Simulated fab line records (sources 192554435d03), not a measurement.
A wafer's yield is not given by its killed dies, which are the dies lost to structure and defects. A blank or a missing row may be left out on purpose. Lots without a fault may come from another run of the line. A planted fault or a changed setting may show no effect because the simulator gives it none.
Chamber matching :: flow n5-finfet :: 4 sister chambers for N5_GATE_CUT_ETCH_37 on rie-diel-03
The step etches SOC in N2/H2, target depth 60 nm, overetch 12 nm, time 90 s. 22 wafers are shown with their chamber, then 11 later ones without.

== WAFERS, EACH WITH ITS CHAMBER ==
wafer: L075.2
chamber: 0
showerhead-plenum-p-Torr (Torr): 2.54
throttle-valve-pct (%): 18.22
oes-product-au (a.u.): 0.67

wafer: L075.3
chamber: 3
showerhead-plenum-p-Torr (Torr): 2.68
throttle-valve-pct (%): 17.70
oes-product-au (a.u.): 0.75

wafer: L075.5
chamber: 1
showerhead-plenum-p-Torr (Torr): 2.63
throttle-valve-pct (%): 18.16
oes-product-au (a.u.): 0.62

wafer: L076.1
chamber: 0
showerhead-plenum-p-Torr (Torr): 2.54
throttle-valve-pct (%): 18.23
oes-product-au (a.u.): 0.66

wafer: L076.2
chamber: 1
showerhead-plenum-p-Torr (Torr): 2.63
throttle-valve-pct (%): 18.19
oes-product-au (a.u.): 0.62

wafer: L076.4
chamber: 2
showerhead-plenum-p-Torr (Torr): 2.59
throttle-valve-pct (%): 17.74
oes-product-au (a.u.): 0.80

wafer: L078.2
chamber: 0
showerhead-plenum-p-Torr (Torr): 2.54
throttle-valve-pct (%): 18.23
oes-product-au (a.u.): 0.67

wafer: L078.3
chamber: 1
showerhead-plenum-p-Torr (Torr): 2.63
throttle-valve-pct (%): 18.19
oes-product-au (a.u.): 0.61

wafer: L078.6
chamber: 1
showerhead-plenum-p-Torr (Torr): 2.63
throttle-valve-pct (%): 18.18
oes-product-au (a.u.): 0.62

wafer: L079.2
chamber: 3
showerhead-plenum-p-Torr (Torr): 2.68
throttle-valve-pct (%): 17.74
oes-product-au (a.u.): 0.75

wafer: L079.3
chamber: 1
showerhead-plenum-p-Torr (Torr): 2.62
throttle-valve-pct (%): 18.21
oes-product-au (a.u.): 0.62

wafer: L079.4
chamber: 2
showerhead-plenum-p-Torr (Torr): 2.59
throttle-valve-pct (%): 17.76
oes-product-au (a.u.): 0.79

wafer: L083.4
chamber: 0
showerhead-plenum-p-Torr (Torr): 2.53
throttle-valve-pct (%): 18.25
oes-product-au (a.u.): 0.66

wafer: L083.5
chamber: 1
showerhead-plenum-p-Torr (Torr): 2.62
throttle-valve-pct (%): 18.20
oes-product-au (a.u.): 0.61

wafer: L083.6
chamber: 0
showerhead-plenum-p-Torr (Torr): 2.53
throttle-valve-pct (%): 18.26
oes-product-au (a.u.): 0.66

wafer: L085.1
chamber: 2
showerhead-plenum-p-Torr (Torr): 2.59
throttle-valve-pct (%): 17.77
oes-product-au (a.u.): 0.77

wafer: L085.4
chamber: 0
showerhead-plenum-p-Torr (Torr): 2.53
throttle-valve-pct (%): 18.26
oes-product-au (a.u.): 0.66

wafer: L085.5
chamber: 3
showerhead-plenum-p-Torr (Torr): 2.67
throttle-valve-pct (%): 17.75
oes-product-au (a.u.): 0.73

wafer: L086.1
chamber: 3
showerhead-plenum-p-Torr (Torr): 2.67
throttle-valve-pct (%): 17.75
oes-product-au (a.u.): 0.73

wafer: L086.4
chamber: 3
showerhead-plenum-p-Torr (Torr): 2.67
throttle-valve-pct (%): 17.76
oes-product-au (a.u.): 0.73

wafer: L086.6
chamber: 0
showerhead-plenum-p-Torr (Torr): 2.53
throttle-valve-pct (%): 18.26
oes-product-au (a.u.): 0.65

wafer: L090.1
chamber: 0
showerhead-plenum-p-Torr (Torr): 2.53
throttle-valve-pct (%): 18.28
oes-product-au (a.u.): 0.64

SIGNATURES, as means of the wafers listed above
reading: showerhead-plenum-p-Torr
chamber 0: 2.5337
chamber 1: 2.6267
chamber 2: 2.5900
chamber 3: 2.6740
scatter within a chamber: 0.00495

reading: throttle-valve-pct
chamber 0: 18.2488
chamber 1: 18.1883
chamber 2: 17.7567
chamber 3: 17.7400
scatter within a chamber: 0.0198

reading: oes-product-au
chamber 0: 0.6588
chamber 1: 0.6167
chamber 2: 0.7867
chamber 3: 0.7380
scatter within a chamber: 0.00991
Rule: a wafer lies at a distance from a chamber equal to the root of the sum of squares, over the readings, of (its reading less the chamber's mean, divided by the reading's scatter). The wafer belongs to the nearest chamber; if the next one is less than 2 further off, it can't be placed. How the scatter is found: for the shown wafers, subtract from each reading the mean of its chamber, square and add these, divide the total by (wafers less chambers), then take the root.

== WAFERS WITHOUT THEIR CHAMBER ==
wafer: L090.2
showerhead-plenum-p-Torr (Torr): 2.67
throttle-valve-pct (%): 17.76
oes-product-au (a.u.): 0.73

wafer: L090.3
showerhead-plenum-p-Torr (Torr): 2.62
throttle-valve-pct (%): 17.76
oes-product-au (a.u.): 0.86

wafer: L091.1
showerhead-plenum-p-Torr (Torr): 2.62
throttle-valve-pct (%): 17.76
oes-product-au (a.u.): 0.85

wafer: L091.3
showerhead-plenum-p-Torr (Torr): 2.53
throttle-valve-pct (%): 18.28
oes-product-au (a.u.): 0.65

wafer: L091.6
showerhead-plenum-p-Torr (Torr): 2.53
throttle-valve-pct (%): 18.29
oes-product-au (a.u.): 0.65

wafer: L093.1
showerhead-plenum-p-Torr (Torr): 2.62
throttle-valve-pct (%): 17.75
oes-product-au (a.u.): 0.83

wafer: L093.4
showerhead-plenum-p-Torr (Torr): 2.67
throttle-valve-pct (%): 17.77
oes-product-au (a.u.): 0.72

wafer: L093.6
showerhead-plenum-p-Torr (Torr): 2.58
throttle-valve-pct (%): 17.81
oes-product-au (a.u.): 0.74

wafer: L095.2
showerhead-plenum-p-Torr (Torr): 2.62
throttle-valve-pct (%): 17.77
oes-product-au (a.u.): 0.83

wafer: L095.4
showerhead-plenum-p-Torr (Torr): 2.52
throttle-valve-pct (%): 18.30
oes-product-au (a.u.): 0.64

wafer: L095.5
showerhead-plenum-p-Torr (Torr): 2.52
throttle-valve-pct (%): 18.31
oes-product-au (a.u.): 0.65

== WHICH CHAMBER EACH ONE RAN IN ==
wafer: L090.2
from the rows above: 3
in truth: 3

wafer: L090.3
from the rows above: 2
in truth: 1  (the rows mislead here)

wafer: L091.1
from the rows above: 2
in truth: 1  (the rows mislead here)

wafer: L091.3
from the rows above: 0
in truth: 0

wafer: L091.6
from the rows above: 0
in truth: 0

wafer: L093.1
from the rows above: 2
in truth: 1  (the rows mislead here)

wafer: L093.4
from the rows above: 3
in truth: 3

wafer: L093.6
from the rows above: 2
in truth: 2

wafer: L095.2
from the rows above: 2
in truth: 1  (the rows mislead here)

wafer: L095.4
from the rows above: 0
in truth: 0

wafer: L095.5
from the rows above: 0
in truth: 0
Placed correctly: 7 of 11. From these rows, 0 cannot be placed. Number placed wrongly: 4.
